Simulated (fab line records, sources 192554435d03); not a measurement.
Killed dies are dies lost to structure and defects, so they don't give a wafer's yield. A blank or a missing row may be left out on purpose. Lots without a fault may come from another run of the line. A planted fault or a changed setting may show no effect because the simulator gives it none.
Which tool did it? | flow n5_finfet | 12 lots, 36 wafers sampled, at 1 step of a route of 1938

WHAT THE GAUGES READ, wafer by wafer
N5_BEOL_M0_CUTY_CD_MEAS_57: target cd 200 nm.
lot  | measured     | on        | cd_nm (nm)
L075 | day 5 23:46  | cd_sem-01 | 197.8 199.0 198.5
L077 | day 6 08:02  | cd_sem-02 | 196.9 198.3 199.4
L079 | day 7 07:48  | cd_sem-03 | 199.9 199.4 200.8
L081 | day 7 16:38  | cd_sem-01 | 198.6 198.0 199.4
L083 | day 7 22:06  | cd_sem-02 | 198.7 197.5 196.4
L085 | day 8 17:41  | cd_sem-03 | 198.5 198.0 198.7
L087 | day 9 07:26  | cd_sem-01 | 199.7 199.7 198.1
L089 | day 9 14:31  | cd_sem-01 | 198.9 199.3 199.9
L091 | day 9 20:31  | cd_sem-03 | 200.0 198.4 198.6
L093 | day 10 11:56 | cd_sem-01 | 200.6 199.2 198.7
L095 | day 11 05:22 | cd_sem-03 | 200.2 200.7 199.7
L097 | day 11 12:22 | cd_sem-02 | 199.8 199.5 199.7

WHICH TOOL RAN EACH LOT (tool, then ch and the chambers of the sampled wafers, then the start)
The record holds no process step before these readings.

THE ANSWER, worked out from the rows above alone
Rule: what is usual is taken from the lots themselves. Put in order of their means at a reading, lots are off if they are a third of the lots or fewer, leave a main group of 4 or more, and stand apart from it by a gap of 3 or more times the standard deviation of the main group's means; of several such gaps the widest counts. A main group whose means are all the same, to the digits that the tables above print for the reading, isn't used. A lot without any number at a reading at which 4 lots or more have one is off too. The other lots that the step has rows for count as sound.
No lot is off at any reading shown: from this, nothing can be told.

WHAT THE SIMULATOR HAD PUT IN
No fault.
